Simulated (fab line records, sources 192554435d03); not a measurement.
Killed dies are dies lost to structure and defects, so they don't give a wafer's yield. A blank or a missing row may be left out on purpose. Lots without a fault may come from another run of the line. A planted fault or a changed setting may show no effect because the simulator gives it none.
Split-lot experiment | flow n5_finfet | 7 lots, 39 wafers read, on a route of 1938 steps

THE SPLIT
At N5_SD_EPI_N_SD_RECESS_17 (chemistry HBr/Cl2/O2, target depth 41 nm, time 23.7 s, bt time 3 s), the setting time_s was moved away from the recipe's 23.7 s on 15 of the 39 wafers read, by -8.7% to +7.0%. The other wafers ran this setting at the recipe's value.

FROM THE SPLIT TO THE READING: what the file shows between them, 2 steps
- N5_SD_EPI_N_STRIP_38: strips in N2/H2
- N5_SD_EPI_N_WET_ETCH_43: etches SiO2 in dHF, time 14 s, target depth 1.5 nm

THE READING
Si_of_WELL_APT_EPI_41.thk_nm (the simulator's own value, which no gauge read), in nm, at N5_SD_EPI_N_STRIP_18 (strips in SPM, time 750 s). The file gives no usual value for it. The 24 wafers here that ran the recipe average 8.2 nm, standard deviation 0.57 nm.

wafer  | tool, chamber at the split | time_s as run, s | against the recipe | Si_of_WELL_APT_EPI_41.thk_nm, nm | against lot-mates on the recipe
L075.1 | rie_si-01, 1               | 24.94            | +5.2%              | 5.4                              | -2.7
L075.2 | rie_si-01, 0               | 23.7             | recipe             | 8.2                              | -
L075.3 | rie_si-01, 2               | 23.7             | recipe             | 7.4                              | -
L075.4 | rie_si-01, 3               | 24.94            | +5.2%              | 6.6                              | -1.5
L075.5 | rie_si-01, 2               | 23.7             | recipe             | 8.8                              | -
L075.6 | rie_si-01, 1               | 24.94            | +5.2%              | 5.8                              | -2.3
L078.1 | rie_si-01, 3               | 23.7             | recipe             | 8.2                              | -
L078.6 | rie_si-01, 3               | 23.7             | recipe             | 8.2                              | -
L078.2 | rie_si-01, 0               | 23.7             | recipe             | 7.8                              | -
L078.3 | rie_si-01, 2               | 25.36            | +7.0%              | 4.2                              | -3.9
L078.4 | rie_si-01, 1               | 25.36            | +7.0%              | 4.2                              | -3.9
L078.5 | rie_si-01, 2               | 25.36            | +7.0%              | 5                                | -3.1
L079.1 | rie_si-03, 2               | 23.7             | recipe             | 8.2                              | -
L079.2 | rie_si-03, 0               | 23.7             | recipe             | 7.2                              | -
L079.3 | rie_si-03, 1               | 23.7             | recipe             | 8.6                              | -
L079.4 | rie_si-03, 3               | 23.7             | recipe             | 7.6                              | -
L079.5 | rie_si-03, 0               | 23.7             | recipe             | 7.8                              | -
L079.6 | rie_si-03, 1               | 23.7             | recipe             | 7.4                              | -
L084.1 | rie_si-04, 3               | 23.7             | recipe             | 9                                | -
L084.2 | rie_si-04, 1               | 21.63            | -8.7%              | 12                               | +3.2
L084.3 | rie_si-04, 0               | 23.7             | recipe             | 8.6                              | -
L084.4 | rie_si-04, 2               | 21.63            | -8.7%              | 12.6                             | +3.8
L084.5 | rie_si-04, 3               | 23.7             | recipe             | 8.8                              | -
L084.6 | rie_si-04, 0               | 21.63            | -8.7%              | 13                               | +4.2
L092.1 | rie_si-04, 0               | 23.7             | recipe             | 8.2                              | -
L092.2 | rie_si-04, 2               | 21.71            | -8.4%              | 12                               | +3.6
L092.6 | rie_si-04, 0               | 21.71            | -8.4%              | 12                               | +3.6
L092.3 | rie_si-04, 1               | 21.71            | -8.4%              | 11.8                             | +3.4
L092.4 | rie_si-04, 3               | 23.7             | recipe             | 9                                | -
L092.5 | rie_si-04, 1               | 23.7             | recipe             | 8                                | -
L094.1 | rie_si-01, 0               | 24.58            | +3.7%              | 8.2                              | -0.5
L094.2 | rie_si-01, 1               | 23.7             | recipe             | 8.2                              | -
L094.3 | rie_si-01, 3               | 23.7             | recipe             | 9.6                              | -
L094.4 | rie_si-01, 2               | 24.58            | +3.7%              | 7.8                              | -0.9
L094.5 | rie_si-01, 1               | 24.58            | +3.7%              | 7.2                              | -1.5
L094.6 | rie_si-01, 0               | 23.7             | recipe             | 8.4                              | -
L095.2 | rie_si-04, 1               | 23.7             | recipe             | 7.8                              | -
L095.3 | rie_si-04, 0               | 23.7             | recipe             | 7.8                              | -
L095.6 | rie_si-04, 3               | 23.7             | recipe             | 8.6                              | -

THE FIT
A straight line over all 39 wafers: Si_of_WELL_APT_EPI_41.thk_nm changes by -0.459 nm for each +1% of time_s; r = -0.95; the points scatter about the line by 0.65 nm.
The same after taking each lot's own level away (the mean of its wafers on the recipe; 39 wafers): -0.433 nm for each +1%; r = -0.97; scatter 0.49 nm.
On that fit, the largest move of time_s shifts the reading by 3.8 nm.
The lots' own levels span 7.80 to 8.80 nm, that is 1.8 times the standard deviation above.
So the lot-to-lot level changes the slope little: the two slopes agree.
Check: with one of the wafers moved furthest among these (-8.7%) left out of the fit, the line predicts +3.87 nm for it against its lot-mates. It came out at +3.2 nm against them.

OTHER SPLITS ON THESE WAFERS
These wafers also went through other splits before the reading. Each is held against what the fit with the lots' levels taken away leaves over:
other split on the same wafers | wafers away from the commonest value | r with Si_of_WELL_APT_EPI_41.thk_nm (lot level and that fit taken away)
N5_DUMMY_GATE_ETCH_37 source_w | 12                                   | -0.10

THE WHOLE CHAIN: every reading that the file lists as answering this split, in the file's order
step                     | what it does                                                       | reading                                                                       | change (the file's fit)               | r (the file's)
N5_SD_EPI_N_SD_RECESS_17 | chemistry HBr/Cl2/O2, target depth 41 nm, time 23.7 s, bt time 3 s | Si_of_WELL_APT_EPI_41.thk_nm (the simulator's own value, which no gauge read) | -0.437 nm for each +1% of the setting | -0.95
N5_SD_EPI_N_SD_RECESS_17 | chemistry HBr/Cl2/O2, target depth 41 nm, time 23.7 s, bt time 3 s | SD_EPI_N.feature_depth_nm (the simulator's own value, which no gauge read)    | +0.427 nm for each +1% of the setting | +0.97
N5_SD_EPI_N_SD_RECESS_17 | chemistry HBr/Cl2/O2, target depth 41 nm, time 23.7 s, bt time 3 s | etch.depth_nm (the simulator's own value, which no gauge read)                | +0.435 nm for each +1% of the setting | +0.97
N5_SD_EPI_N_STRIP_18     | strips in SPM, time 750 s                                          | Si_of_WELL_APT_EPI_41.thk_nm (the simulator's own value, which no gauge read) | -0.433 nm for each +1% of the setting | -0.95

THE FILE'S OWN FIT
Si_of_WELL_APT_EPI_41.thk_nm changes by -0.433 nm for each +1% of time_s, r = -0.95.
